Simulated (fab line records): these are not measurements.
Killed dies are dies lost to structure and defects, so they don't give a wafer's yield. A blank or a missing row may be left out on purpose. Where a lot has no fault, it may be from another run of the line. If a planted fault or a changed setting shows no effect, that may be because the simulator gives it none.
Split-lot study -- flow n5-finfet -- route with 1938 steps; 7 lots, 21 wafers read

THE SPLIT ITSELF
At N5_BEOL_M15_TRENCH_ETCH_34 (etches SiO2 in C4F8/O2/Ar, target depth 872.93 nm, time 199 s), the setting bias-w was moved away from the recipe's 2040 W on 5 of the 21 wafers read, by +8.2% to +16.0%. For the rest of the wafers, this setting stayed at what the recipe calls for.

The reading is taken at the split's own step.

THE READING
rf-vpp-V, in V, at N5_BEOL_M15_TRENCH_ETCH_34 (etches SiO2 in C4F8/O2/Ar, target depth 872.93 nm, time 199 s). Fault-free wafers of this fab line usually give 2221 V, standard deviation 24 V.

wafer,"tool, chamber at the split","bias-w as run, W",against the recipe,"rf-vpp-V, V",against lot-mates on the recipe
L074.1,"rie-diel-04, 1",2040,recipe,2254,-
L074.3,"rie-diel-04, 3",2040,recipe,2243,-
L074.4,"rie-diel-04, 0",2040,recipe,2239,-
L079.1,"rie-diel-02, 0",2040,recipe,2245,-
L079.3,"rie-diel-02, 2",2040,recipe,2228,-
L079.4,"rie-diel-02, 1",2040,recipe,2221,-
L078.1,"rie-diel-02, 2",2366,+16.0%,2465,+220
L078.2,"rie-diel-02, 0",2040,recipe,2245,-
L078.5,"rie-diel-02, 0",2040,recipe,2245,-
L084.1,"rie-diel-05, 1",2040,recipe,2163,-
L084.2,"rie-diel-05, 0",2208,+8.2%,2353,+190
L084.4,"rie-diel-05, 2",2208,+8.2%,2301,+138
L085.3,"rie-diel-05, 3",2297,+12.6%,2385,+187
L085.4,"rie-diel-05, 0",2297,+12.6%,2420,+222
L085.5,"rie-diel-05, 3",2040,recipe,2198,-
L086.1,"rie-diel-02, 3",2040,recipe,2202,-
L086.3,"rie-diel-02, 2",2040,recipe,2225,-
L086.5,"rie-diel-02, 1",2040,recipe,2222,-
L089.3,"rie-diel-02, 0",2040,recipe,2245,-
L089.5,"rie-diel-02, 0",2040,recipe,2244,-
L089.6,"rie-diel-02, 2",2040,recipe,2226,-

THE FIT
A straight line over all 21 wafers: rf-vpp-V changes by +13.9 V for each +1% of bias-w; r = +0.95; the points scatter about the line by 24 V.
The same after taking each lot's own level away (the mean of its wafers on the recipe; 21 wafers): +15.9 V for each +1%; r = +0.98; scatter 18 V.
That fit puts the effect of the largest move of bias-w on the reading at 2.5e+02 V.
The span of the lots' own levels, 2163.0 to 2245.3 V, comes to 3.4 times the standard deviation stated above.
So the slope is not independent of the lot-to-lot level: the two fits are not the same.
Check: +277 V against its lot-mates is what the line predicts for one of the wafers moved furthest among these (+16.0%) when that wafer is left out of the fit. It came out at +220 V against them.
Tool readings at the split's step, against how far the setting was moved: rf-vpp-V r = +0.95.

THESE WAFERS: OTHER SPLITS
Other splits were also applied to these wafers ahead of the reading. Each is held against what the fit with the lots' levels taken away leaves over:
other split on the same wafers,wafers away from the commonest value,r with rf-vpp-V (lot level and that fit taken away)
N5_BEOL_M13_DEVELOP_27 develop-time-s,6,+0.02
N5_BEOL_M14_COAT_66 spin-rpm,5,-0.15
N5_BEOL_M14_EXPOSE_25 dose-mj,5,+0.07
N5_BEOL_M15_ETCH_61 time-s,8,-0.32

THE FILE'S OWN FIT
rf-vpp-V changes by +15.4 V for each +1% of bias-w, r = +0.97.
